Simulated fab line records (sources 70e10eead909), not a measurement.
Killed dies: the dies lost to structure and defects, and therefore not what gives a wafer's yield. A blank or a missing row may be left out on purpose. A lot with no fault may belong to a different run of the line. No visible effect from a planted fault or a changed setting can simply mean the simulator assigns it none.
Which of the tools did it? | flow nand_harc | Sampling: 7 lots, 20 wafers, 3 of 1159 route steps

## WHAT THE GAUGES SHOWED, per wafer
NHARC_A_ONON_D1_THK_MEAS_27: measures by ellipsometry.
lot  | measured     | on            | thk_nm (nm)
L874 | day 8 10:26  | film_metro-02 | 1005 1007 1008
L875 | day 9 01:28  | film_metro-02 | 995 994 994
L878 | day 9 20:31  | film_metro-02 | 1002 1004 1001
L881 | day 10 14:18 | film_metro-01 | 978 977 975
L886 | day 11 07:22 | film_metro-01 | 1502 991
L889 | day 12 07:35 | film_metro-01 | 992 993 992
L893 | day 13 06:41 | film_metro-01 | 998 999 999

## TOOL THAT RAN EACH LOT (tool first, then ch and the chambers of the sampled wafers, then the start)
lot  | NHARC_P_BONDPAD_DEGAS_25     | NHARC_A_ONON_D1_DEP_25
L874 | pvd_sputter-02, day 6 21:17  | pecvd_onon-01 ch 0, day 8 09:59
L875 | pvd_sputter-01, day 7 10:47  | pecvd_onon-03 ch 0, day 9 00:57
L878 | pvd_sputter-02, day 8 06:01  | pecvd_onon-01 ch 0, day 9 20:07
L881 | pvd_sputter-02, day 8 21:57  | pecvd_onon-02 ch 0, day 10 13:47
L886 | pvd_sputter-03, day 9 12:28  | pecvd_onon-01 ch 0, day 11 06:54
L889 | pvd_sputter-02, day 10 19:14 | pecvd_onon-03 ch 0, day 12 07:08
L893 | pvd_sputter-01, day 11 15:39 | pecvd_onon-03 ch 0, day 13 06:17
- NHARC_P_BONDPAD_DEGAS_25: time 60 s.
- NHARC_A_ONON_D1_DEP_25: target thk 1000 nm.

## THE ANSWER, worked out from the rows above alone
Rule: usual is defined by the lots themselves. Put in order of their means at a reading, lots are off if they are a third of the lots or fewer, leave a main group of 4 or more, and stand apart from it by a gap of 3 or more times the standard deviation of the main group's means; of several such gaps the widest counts. A main group is skipped when, at the precision printed for the reading in the tables above, its means are all equal. Also off: a lot with no number at a reading for which 4 or more lots have one. All remaining lots with rows at the step are treated as sound.
Off at NHARC_A_ONON_D1_THK_MEAS_27 (thk_nm): L886. Main group: mean 995 nm, sd 9.5.
If a tool, at a process step before that reading, ran all the lots that are off and no sound lot after the first of them, it fits. The gauges at NHARC_A_ONON_D1_THK_MEAS_27 are tried like those tools. 2 tools fit, pvd_sputter-03 at NHARC_P_BONDPAD_DEGAS_25 and pecvd_onon-01 at NHARC_A_ONON_D1_DEP_25, so this cannot tell which one it is.

## WHAT THE SIMULATOR HAD INSERTED
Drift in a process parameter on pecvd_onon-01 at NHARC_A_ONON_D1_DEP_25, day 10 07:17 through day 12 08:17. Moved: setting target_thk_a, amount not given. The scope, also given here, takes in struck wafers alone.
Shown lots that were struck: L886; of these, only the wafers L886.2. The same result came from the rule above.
